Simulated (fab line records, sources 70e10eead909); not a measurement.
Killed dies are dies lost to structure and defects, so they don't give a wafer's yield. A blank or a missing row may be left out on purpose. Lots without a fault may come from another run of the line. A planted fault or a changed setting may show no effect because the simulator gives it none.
fab line records | flow nand_harc
record lots=13 wafers=36 last_day=24
route steps=1159 shown A_STAIRCASE@733 A_SGD_CUT@760
lots that met no fault: from a run of the same line without faults
start_h: hours from the record's first day to the start of the lot's first wafer shown | wait_h: hours since the lot's step before | " the same as in the row above | L1.1+2: a row that stands for several wafers | - no value, or no start given | * or withheld: withheld | < > ~ a bound
route shown NAME@n: a module of which the file shows steps, and the number in the route of the first | usual: mean/standard deviation of fault-free wafers | same: alike in all rows | chamber/n: place in a boat | sites: the reading at each site | _std_site: their standard deviation | _edge_site: outer sites' mean less inner sites' | radius_mm: how far each site lies from the wafer's centre | mask NAME#n: copy n | behind: the tool/chamber that last shaped the wafer | hold: why the lot was held/for how many hours/how that ended | device: the transistor (n, p or np) that didn't switch | end of line: the same wafers' tests at the end of the route | a step without rows: its recipe alone | killed: dies lost to structure and defects at the first sort, not the wafer's yield | map: a wafer's dies, x killed, . not, _ none there
set.NAME: the setting as run; set.NAME@STEP: as run at that earlier step | model.NAME: the simulator's own value behind a step, which no gauge read
steps of the route over a sample of lots; a table a step, a row a wafer
services: from which hour (start_h, from the record's first day; less than 0 if before it) a tool's chamber was out of use, for how many hours, and why
## steps
# step NHARC_A_STAIRCASE_CMP_450
# recipe target_thk_nm=200 material=SiO2
# usual motor_current_A=11.8/1.3
# columns lot.wafer tool chamber start_h wait_h motor_current_A
L721.2 cmp-01 2 310.62 - 14.2
L721.1 " 0 " " 11.9
L721.3 " 1 " " 11.8
L723.2 cmp-03 1 322.80 - 12.8
L723.3 " 2 " " 13.4
L723.1 " 3 " " 11.8
L728.2 cmp-03 1 337.60 - 12.6
L728.6 " 2 " " 13.6
L728.5 " 3 " " 11.5
L725.4 cmp-04 2 337.61 - 11.3
L725.3 " 1 " " 12.9
L725.6 " 3 " " 9.6
L727.2 cmp-04 3 357.72 - 9.8
L727.4 " 0 " " 11.1
L727.1 " 1 " " 12.8
L730.4 cmp-03 0 368.90 - 11.1
L730.3 " 2 " " 13.0
L730.5 " 0 " " 11.0
L729.5 cmp-03 3 378.28 - 11.9
L729.6 " 0 " " 11.1
L735.3 cmp-01 3 387.87 - 11.0
L735.6 " 1 " " 11.9
L736.6 cmp-03 0 406.69 - 11.4
L736.5 " 1 " " 12.3
L739.1 cmp-03 1 414.62 - 11.4
L739.2 " 3 " " 11.8
L739.3 " 0 " " 11.1
L740.2 cmp-04 3 419.83 - 9.6
L740.3 " 0 " " 10.5
L740.1 " 1 " " 13.2
L742.4 cmp-01 0 444.57 - 11.9
L742.1 " 2 " " 15.0
L742.6 " 0 " " 11.3
L743.1 cmp-04 0 444.88 - 10.6
L743.4 " 3 " " 9.4
L743.5 " 0 " " 10.5
# step NHARC_A_SGD_CUT_INSPECT_11
# usual raw_defect_count=16/9
# columns lot.wafer tool chamber start_h wait_h raw_defect_count
L721.1 defect_inspect-01 - 313.34 0.0 11
L721.2 " - " " 7
L721.3 " - " " 9
L723.1 defect_inspect-01 - 325.49 0.0 21
L723.2 " - " " 23
L723.3 " - " " 23
L728.2 defect_inspect-01 - 340.31 0.0 9
L728.5 " - " " 13
L728.6 " - " " 9
L725.3 defect_inspect-02 - 340.48 0.0 6
L725.4 " - " " 5
L725.6 " - " " 5
L727.1 defect_inspect-01 - 360.49 0.0 24
L727.2 " - " " 13
L727.4 " - " " 20
L730.3 defect_inspect-01 - 371.57 0.0 6
L730.4 " - " " 6
L730.5 " - " " 5
L729.5 defect_inspect-01 - 380.97 0.0 15
L729.6 " - " " 11
L735.3 defect_inspect-02 - 390.82 0.0 35
L735.6 " - " " 31
L736.5 defect_inspect-01 - 409.40 0.0 25
L736.6 " - " " 31
L739.1 defect_inspect-01 - 417.34 0.0 27
L739.2 " - " " 28
L739.3 " - " " 33
L740.1 defect_inspect-02 - 423.62 0.0 15
L740.2 " - " " 15
L740.3 " - " " 18
L742.1 defect_inspect-01 - 447.34 0.0 9
L742.4 " - " " 25
L742.6 " - " " 12
L743.1 defect_inspect-01 - 447.61 0.0 12
L743.4 " - " " 14
L743.5 " - " " 11
# step NHARC_A_SGD_CUT_DESCUM_14
# recipe time_s=3 o2_flow_sccm=200 ar_flow_sccm=0 bias_power_w=0 chemistry=O2
# usual drypump_motor_current_A=5.7/0.42 oes_product_au=0.995/0.011 rf_vpp_V=57.7/0.83 showerhead_plenum_p_Torr=1.90/0.075 throttle_valve_pct=11.312/0.0084
# columns lot.wafer tool chamber start_h wait_h drypump_motor_current_A oes_product_au rf_hours_counter_h rf_vpp_V showerhead_plenum_p_Torr throttle_valve_pct
L721.3 rie_diel-04 0 313.40 0.1 5.1 1.001 1 57.5 1.89 11.322
L721.2 " 2 " " 5.7 1.004 0 55.7 1.91 11.305
L721.1 " 3 " " 5.4 0.995 0 57.4 1.80 11.311
L723.2 rie_diel-06 2 325.56 0.1 5.8 0.989 6 56.4 1.89 11.307
L723.1 " 0 " " 4.8 0.997 7 58.3 1.97 11.309
L723.3 " 1 " " 5.9 1.009 7 58.7 1.97 11.321
L728.2 rie_diel-04 0 340.38 0.1 5.1 0.997 2 57.8 1.89 11.296
L728.6 " 3 " " 5.4 0.992 - 57.4 1.80 11.319
L728.5 " 0 " " 5.1 1.004 - 58.7 1.89 11.307
L725.3 rie_diel-06 1 340.54 0.1 6.0 1.011 9 56.8 1.97 11.299
L725.4 " 0 " " 4.8 1.011 8 58.4 1.97 11.318
L725.6 " 1 " " 5.9 1.019 - 56.7 1.97 11.324
L727.2 rie_diel-04 0 360.56 0.1 5.1 1.015 4 57.6 1.89 11.308
L727.4 " 1 " " 6.4 0.998 4 57.5 2.06 11.301
L727.1 " 2 " " 5.8 0.994 5 57.4 1.91 11.315
L730.3 rie_diel-04 3 371.64 0.1 5.4 0.972 5 58.2 1.80 11.305
L730.4 " 0 " " 5.2 0.999 5 57.8 1.89 11.311
L730.5 " 2 " " 5.7 1.002 - 57.9 1.91 11.312
L729.6 rie_diel-06 2 381.06 0.1 5.8 0.992 - 59.1 1.89 11.319
L729.5 " 3 " " 5.9 0.987 - 58.8 1.80 11.334
L735.3 rie_diel-06 3 390.88 0.1 5.9 0.987 13 56.4 1.80 11.303
L735.6 " 0 " " 4.8 1.009 - 58.1 1.96 11.296
L736.5 rie_diel-06 1 409.49 0.1 5.9 1.001 - 58.0 1.97 11.322
L736.6 " 2 " " 5.8 0.994 - 60.3 1.89 11.304
L739.3 rie_diel-04 3 417.42 0.1 5.4 0.992 8 57.6 1.80 11.304
L739.1 " 0 " " 5.1 0.990 8 57.8 1.89 11.323
L739.2 " 1 " " 6.4 0.987 9 57.0 2.05 11.313
L740.1 rie_diel-09 0 423.68 0.1 5.8 0.995 18 57.4 1.82 11.324
L740.3 " 2 " " 6.2 0.977 17 57.4 1.87 11.311
L740.2 " 3 " " 5.9 0.982 19 57.9 1.88 11.309
L742.4 rie_diel-04 3 447.40 0.1 5.4 0.980 11 58.5 1.80 11.315
L742.1 " 1 " " 6.4 0.999 12 57.9 2.05 11.310
L742.6 " 0 " " 5.1 0.991 - 56.1 1.89 11.302
L743.1 rie_diel-09 0 447.68 0.1 5.7 0.988 0 56.8 1.82 11.313
L743.4 " 2 " " 6.1 0.970 0 57.2 1.87 11.316
L743.5 " 3 " " 5.9 1.004 - 58.6 1.88 11.320
# step NHARC_A_SGD_CUT_ETCH_59
# recipe target_depth_a=2600 over_etch_frac=0.25 time_s=406.25 ion_energy_ev=200 n2_flow_sccm=150 h2_flow_sccm=150 ar_flow_sccm=0 rf_w=400 bias_w=150 chemistry=N2/H2
# usual drypump_motor_current_A=5.7/0.43 oes_product_au=0.994/0.011 over_etch_frac=0.25/0 rf_fwd_power_W=399.2/1.2 rf_vpp_V=430.2/2.4 showerhead_plenum_p_Torr=2.03/0.084 throttle_valve_pct=14.172/0.0079
# columns lot.wafer tool chamber start_h wait_h drypump_motor_current_A oes_product_au over_etch_frac rf_fwd_power_W rf_hours_counter_h rf_vpp_V showerhead_plenum_p_Torr throttle_valve_pct
L721.1 rie_diel-04 2 313.57 - 5.8 1.003 0.25 397.0 0 431.3 2.04 14.171
L721.3 " 0 " " 5.1 0.996 0.25 400.1 1 428.6 2.02 14.169
L721.2 " 1 " " 6.4 0.989 0.25 399.3 0 433.1 2.20 14.171
L723.2 rie_diel-06 0 325.73 - 4.8 1.009 0.25 399.6 7 433.1 2.10 14.181
L723.3 " 2 " " 5.8 0.987 0.25 401.1 6 429.5 2.02 14.174
L723.1 " 3 " " 5.9 0.984 0.25 397.1 6 428.0 1.91 14.161
L728.2 rie_diel-04 2 340.55 - 5.7 0.995 0.25 399.9 2 430.7 2.04 14.183
L728.6 " 2 " " 5.8 1.001 0.25 401.1 - 430.7 2.04 14.182
L728.5 " 3 " " 5.4 0.996 0.25 397.2 - 426.7 1.92 14.167
L725.4 rie_diel-06 2 340.72 - 5.9 0.998 0.25 398.6 9 430.3 2.02 14.181
L725.3 " 0 " " 4.8 1.005 0.25 398.6 8 434.6 2.10 14.188
L725.6 " 2 " " 5.8 0.993 0.25 397.3 - 431.1 2.02 14.176
L727.2 rie_diel-04 0 360.72 - 5.1 0.996 0.25 397.8 4 431.6 2.02 14.173
L727.1 " 2 " " 5.8 0.993 0.25 398.3 5 429.7 2.04 14.172
L727.4 " 3 " " 5.4 0.976 0.25 400.0 4 426.9 1.91 14.174
L730.3 rie_diel-04 2 371.84 - 5.7 0.992 0.25 399.1 5 429.7 2.04 14.175
L730.4 " 0 " " 5.2 0.998 0.25 399.0 5 429.4 2.02 14.172
L730.5 " 2 " " 5.7 0.990 0.25 401.7 - 432.0 2.04 14.161
L729.6 rie_diel-06 0 381.32 - 4.8 1.008 0.50138 398.5 - 431.6 2.09 14.168
L729.5 " 1 " " 5.9 1.006 0.25 398.7 - 432.6 2.10 14.182
L735.3 rie_diel-06 3 391.21 - 5.9 0.986 0.25 398.0 13 425.0 1.91 14.166
L735.6 " 3 " " 5.9 0.982 0.50138 398.2 - 428.0 1.91 14.182
L736.6 rie_diel-06 0 409.75 - 4.8 1.001 0.50138 398.0 - 431.2 2.09 14.160
L736.5 " 1 " " 5.9 1.009 0.25 400.4 - 431.7 2.10 14.180
L739.1 rie_diel-04 2 417.59 - 5.8 0.994 0.25 398.8 9 429.9 2.04 14.183
L739.3 " 3 " " 5.4 0.985 0.25 398.9 8 426.8 1.91 14.184
L739.2 " 1 " " 6.4 0.974 0.25 398.1 9 435.2 2.19 14.169
L740.3 rie_diel-09 1 423.86 - 5.6 1.012 0.25 398.5 17 428.5 2.01 14.181
L740.2 " 3 " " 5.9 0.979 0.25 398.0 19 429.1 2.00 14.161
L740.1 " 0 " " 5.8 0.997 0.25 398.6 18 427.1 1.94 14.166
L742.4 rie_diel-04 0 447.57 - 5.2 0.996 0.25 400.9 11 429.9 2.01 14.169
L742.1 " 2 " " 5.8 0.999 0.25 398.5 12 430.2 2.04 14.163
L742.6 " 0 " " 5.2 0.986 0.25 400.7 - 428.7 2.02 14.165
L743.4 rie_diel-09 0 447.85 - 5.8 0.980 0.25 398.9 0 428.3 1.94 14.162
L743.1 " 2 " " 6.1 0.976 0.25 398.4 0 431.0 1.99 14.165
L743.5 " 1 " " 5.6 1.001 0.25 399.0 - 429.9 2.01 14.158
## services
# columns tool chamber start_h hours kind
rie_diel-04 - 289.05 9.0 pm
rie_diel-04 0 289.05 9.0 vent_cycle
rie_diel-04 1 289.05 17.2 vent_cycle
rie_diel-04 2 289.05 9.0 vent_cycle
rie_diel-04 3 289.05 9.0 vent_cycle
rie_diel-04 0 298.05 - clean
rie_diel-04 2 298.05 - clean
rie_diel-04 3 298.05 - clean
cmp-04 - 301.73 4.0 pm
rie_diel-09 - 316.99 0.6 repair
cmp-01 - 320.03 3.2 repair
rie_diel-04 0 322.55 - clean
rie_diel-04 1 322.55 - clean
rie_diel-06 0 336.10 3.1 repair
cmp-04 - 351.55 1.0 repair
cmp-03 - 352.86 4.0 pm
cmp-03 - 358.28 3.2 repair
cmp-01 - 375.59 4.0 pm
cmp-03 - 379.96 4.2 repair
cmp-04 - 399.73 4.0 pm
rie_diel-09 1 405.88 2.4 repair
rie_diel-06 - 418.29 9.0 pm
rie_diel-09 - 431.10 9.0 pm
rie_diel-06 0 432.63 3.1 repair
## key
first_sign step=NHARC_A_SGD_CUT_ETCH_59 reading=over_etch_frac direction=up sigmas=99+ usual=0.25 struck=0.50138
effect none on later readings
met_at NHARC_A_SGD_CUT_ETCH_59
struck_lots L729,L735,L736
struck_wafers L729.6,L735.6,L736.6
tester_left_out L729,L735,L736
not_acting_at NHARC_A_STAIRCASE_CMP_450,NHARC_A_SGD_CUT_INSPECT_11,NHARC_A_SGD_CUT_DESCUM_14
onset_between 340.72 381.32
fault kind=process_parameter_drift tool=rie_diel-06 chamber=- onset_h=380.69 steps=NHARC_A_SGD_CUT_ETCH_59 channel=over_etch_frac offset=0.25138 shape=step end_h=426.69 scope=struck_wafers_only acts_in=these_recipes_only stated=0.25
# tester_left_out: of these lots the tester's yield and bins aren't shown, on N5 and GAA mostly nor the transistor test; their killed dies are dies lost to structure and defects alone, not to doping, threshold or leakage, so they don't give the yield
